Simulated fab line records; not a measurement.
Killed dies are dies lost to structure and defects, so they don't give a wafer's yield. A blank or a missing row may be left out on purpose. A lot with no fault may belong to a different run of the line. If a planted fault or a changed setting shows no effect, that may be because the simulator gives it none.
Matching of chambers :: flow n5Finfet :: pecvd-01 running N5_BEOL_M11_ILD_DEP_00: 3 sister chambers
The step deposits SiCOH lowk from DEMS/porogen, target thk 308.51 nm, time 58 s. 3 wafers are shown with their chamber, then 8 later ones without.

## WAFERS PAIRED WITH THEIR CHAMBERS
wafer: L974.4
chamber: 1
throttleValvePct (%): 12.9

wafer: L974.6
chamber: 0
throttleValvePct (%): 14.5

wafer: L978.2
chamber: 2
throttleValvePct (%): 13.5

## WAFERS WHOSE CHAMBER IS MISSING
wafer: L978.3
throttleValvePct (%): 12.8

wafer: L978.4
throttleValvePct (%): 13.0

wafer: L976.2
throttleValvePct (%): 14.6

wafer: L976.4
throttleValvePct (%): 13.0

wafer: L976.5
throttleValvePct (%): 14.8

wafer: L986.2
throttleValvePct (%): 13.6

wafer: L986.3
throttleValvePct (%): 13.0

wafer: L986.6
throttleValvePct (%): 14.7

## EACH ONE'S CHAMBER
wafer: L978.3
from the rows above: 1
in truth: 1

wafer: L978.4
from the rows above: 1
in truth: 1

wafer: L976.2
from the rows above: 0
in truth: 0

wafer: L976.4
from the rows above: 1
in truth: 1

wafer: L976.5
from the rows above: 0
in truth: 0

wafer: L986.2
from the rows above: 2
in truth: 2

wafer: L986.3
from the rows above: 1
in truth: 1

wafer: L986.6
from the rows above: 0
in truth: 0
Correctly placed: 8 of 8. Not placeable from these rows: 0. Wrongly placed: 0.
How it was worked out, from the rows above alone: a wafer's distance from a chamber is the root of the sum, over the readings, of the square of ((its reading less the chamber's mean) divided by the reading's scatter). The wafer belongs to the nearest chamber; if the next one is less than 2 further off, it can't be placed. The mean given for a chamber averages the wafers shown for that chamber. The scatter: root of mean squared gap, hidden wafer to nearest shown wafer, with one shown wafer a chamber.
